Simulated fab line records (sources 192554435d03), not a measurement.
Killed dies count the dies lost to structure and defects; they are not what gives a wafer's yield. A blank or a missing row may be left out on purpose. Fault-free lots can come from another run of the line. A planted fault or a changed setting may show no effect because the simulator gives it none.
A struck lot beside a sound one :: flow n5Finfet :: 14 steps out of a route of 1938
Sound: wafers L920.1, L920.2. Wafers struck: L916.3, L916.4, L916.5. The cause comes at the end.
Each step with rows lists, per side, the tool, then ch with its chambers, then its first start. Under that, the readings that differ: sound wafers :: struck wafers :: difference of the means :: sigmas: that difference in standard deviations of wafers without a fault.
alike: readings with means less than 2 such deviations apart, plus words and numbers identical on both sides. not compared: withheld readings, readings lacking a value on some wafer, bounds such as >300 that could conceal the same value, and numbers that have no deviation in the record and whose values overlap.
Wherever a step has rows on one side only, a row that says differs or no value, or a row with sigmas, the two part there. Numbers that have no deviation but don't overlap get no sigmas and don't part them. A reading that every wafer of one side lacks parts them only if that side has two wafers or more.

N5_BEOL_M2_RS_MEAS_58: measurement is done with a four-point probe.
  sound: filmMetro-01 at day 11 04:24; struck: filmMetro-01 at day 10 08:39
  alike: M2_RS
N5_BEOL_M2_INSPECT_59: inspects for defects (darkfield).
  sound: defectInspect-02 at day 11 04:25; struck: defectInspect-01 at day 10 08:41
  alike: rawDefectCount
N5_BEOL_M3_ILD_DEP_00: deposits SiOC from DEMS/O2, target thk 79 nm, time 15.3 s.
  sound on pecvd-03 ch 0,1, day 11 04:28; struck on pecvd-04 ch 0,1, day 10 08:44
reading: heaterPowerOuterW (W)
sound: 212 144
struck: 304 280 306
difference: +119
sigmas: +2

reading: heaterPowerW (W)
sound: 377 305
struck: 542 601 543
difference: +221
sigmas: +2
  alike: showerheadPlenumPTorr, throttleValvePct
N5_BEOL_M3_THK_MEAS_01:
  sound: filmMetro-02 at day 11 04:32; struck: filmMetro-01 at day 10 08:48
  alike: M3_ILD_THK
N5_BEOL_M3_PECVD_72: deposits SiO2 from TEOS/O2, target thk 16 nm, time 18 s.
  sound on pecvd-04 ch 1,2, day 11 04:34; struck on pecvd-03 ch 0,1,2, day 10 08:50
  alike: heaterPowerOuterW, heaterPowerW, showerheadPlenumPTorr, throttleValvePct
N5_BEOL_M3_HM_DEP_02: deposits TiN, target thk 20 nm.
  sound: pvdSputter-02 at day 11 05:37; struck: pvdSputter-03 at day 10 10:29
  alike: chamberPressurePa, throttleValvePct
then, 6 steps without rows for these wafers: N5_BEOL_M3_COAT_61 (time 60 s, resist thk 60 nm); N5_BEOL_M3_COAT_62 (time 60 s, resist thk 12 nm); N5_BEOL_M3_COAT_73 (time 60 s, resist thk 5 nm); N5_BEOL_M3_COAT_05 (resist thk 30 nm); N5_BEOL_M3_EBR_07; N5_BEOL_M3_SOFTBAKE_06 (time 60 s).
N5_BEOL_M3_EXPOSE_08: exposes mask M3.
  struck on euvScanner-02, day 10 10:53; sound on euvScanner-01 ch 0, day 11 05:52
  no value came back on the struck wafers for dipoleOpeningDeg (degrees), exposureDoseMJCm2; on the sound wafers dipoleOpeningDeg (degrees) reads 79.7 79.7
  alike: mask
then, 1 step without rows for these wafers: N5_BEOL_M3_PEB_09 (peb time 60 s).

WHERE THEY PART
First at N5_BEOL_M3_ILD_DEP_00; last, within this record, at N5_BEOL_M3_EXPOSE_08.

WHY: what had been put in by the simulator
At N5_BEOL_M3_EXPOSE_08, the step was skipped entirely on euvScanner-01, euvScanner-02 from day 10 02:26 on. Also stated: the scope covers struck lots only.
